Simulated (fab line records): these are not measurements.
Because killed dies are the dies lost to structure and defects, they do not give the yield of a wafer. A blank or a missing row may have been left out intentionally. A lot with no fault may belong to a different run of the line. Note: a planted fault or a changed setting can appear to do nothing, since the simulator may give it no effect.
Matching of chambers + flow n5Finfet + N5_BEOL_M6_ILD_DEP_00 on pecvd-04: 3 sister chambers
The step deposits SiCOH lowk from DEMS/porogen, target thk 179.75 nm, time 33.4 s. 16 wafers are shown with their chamber, then 7 later ones without.

## WAFERS WITH THEIR CHAMBER
| wafer  | chamber | throttleValvePct (%) | showerheadVppV (V) | heaterPowerW (W) |
|--------|---------|----------------------|--------------------|------------------|
| L510.1 | 1       | 14.9                 | 1366               | 251              |
| L510.3 | 2       | 13.1                 | 1341               | 264              |
| L510.5 | 1       | 14.7                 | 1360               | 268              |
| L513.1 | 0       | 14.9                 | 1400               | 242              |
| L513.6 | 2       | 13.2                 | 1343               | 249              |
| L516.2 | 1       | 14.8                 | 1346               | 301              |
| L516.3 | 0       | 14.8                 | 1454               | 251              |
| L516.5 | 0       | 15.0                 | 1439               | 251              |
| L518.2 | 1       | 14.4                 | 1373               | 295              |
| L518.4 | 1       | 14.6                 | 1378               | 305              |
| L518.5 | 2       | 13.3                 | 1330               | 246              |
| L520.3 | 1       | 14.7                 | 1386               | 275              |
| L520.4 | 1       | 14.8                 | 1373               | 276              |
| L520.6 | 2       | 13.3                 | 1347               | 246              |
| L528.2 | 1       | 14.6                 | 1353               | 285              |
| L528.4 | 0       | 14.7                 | 1432               | 218              |

SIGNATURES (means of the wafers above)
| reading          | chamber 0 | chamber 1 | chamber 2 | scatter within a chamber |
|------------------|-----------|-----------|-----------|--------------------------|
| throttleValvePct | 14.850    | 14.688    | 13.225    | 0.138                    |
| showerheadVppV   | 1431.25   | 1366.88   | 1340.25   | 15.1                     |
| heaterPowerW     | 240.50    | 282.00    | 251.25    | 15.8                     |
Rule: a wafer lies at a distance from a chamber equal to the root of the sum of squares, over the readings, of (its reading less the chamber's mean, divided by the reading's scatter). If the next closest chamber is less than 2 further off than the closest, the wafer can't be placed; otherwise it belongs to the closest. How the scatter is found: for the shown wafers, subtract from each reading the mean of its chamber, square and add these, divide the total by (wafers less chambers), then take the root.

## WAFERS WITH NO CHAMBER GIVEN
| wafer  | throttleValvePct (%) | showerheadVppV (V) | heaterPowerW (W) |
|--------|----------------------|--------------------|------------------|
| L528.5 | 15.1                 | 1436               | 232              |
| L530.1 | 15.1                 | 1426               | 243              |
| L530.3 | 14.6                 | 1362               | 303              |
| L530.4 | 14.6                 | 1370               | 307              |
| L529.1 | 12.5                 | 1340               | 303              |
| L529.4 | 14.9                 | 1461               | 259              |
| L529.6 | 14.4                 | 1378               | 257              |

## WHICH CHAMBER EACH WENT THROUGH
| wafer  | from the rows above | in truth |
|--------|---------------------|----------|
| L528.5 | 0                   | 0        |
| L530.1 | 0                   | 0        |
| L530.3 | 1                   | 1        |
| L530.4 | 1                   | 1        |
| L529.1 | 2                   | 2        |
| L529.4 | 0                   | 0        |
| L529.6 | 1                   | 1        |
Correctly placed: 7 of 7. Can't be placed from these rows: 0. Number placed wrongly: 0.
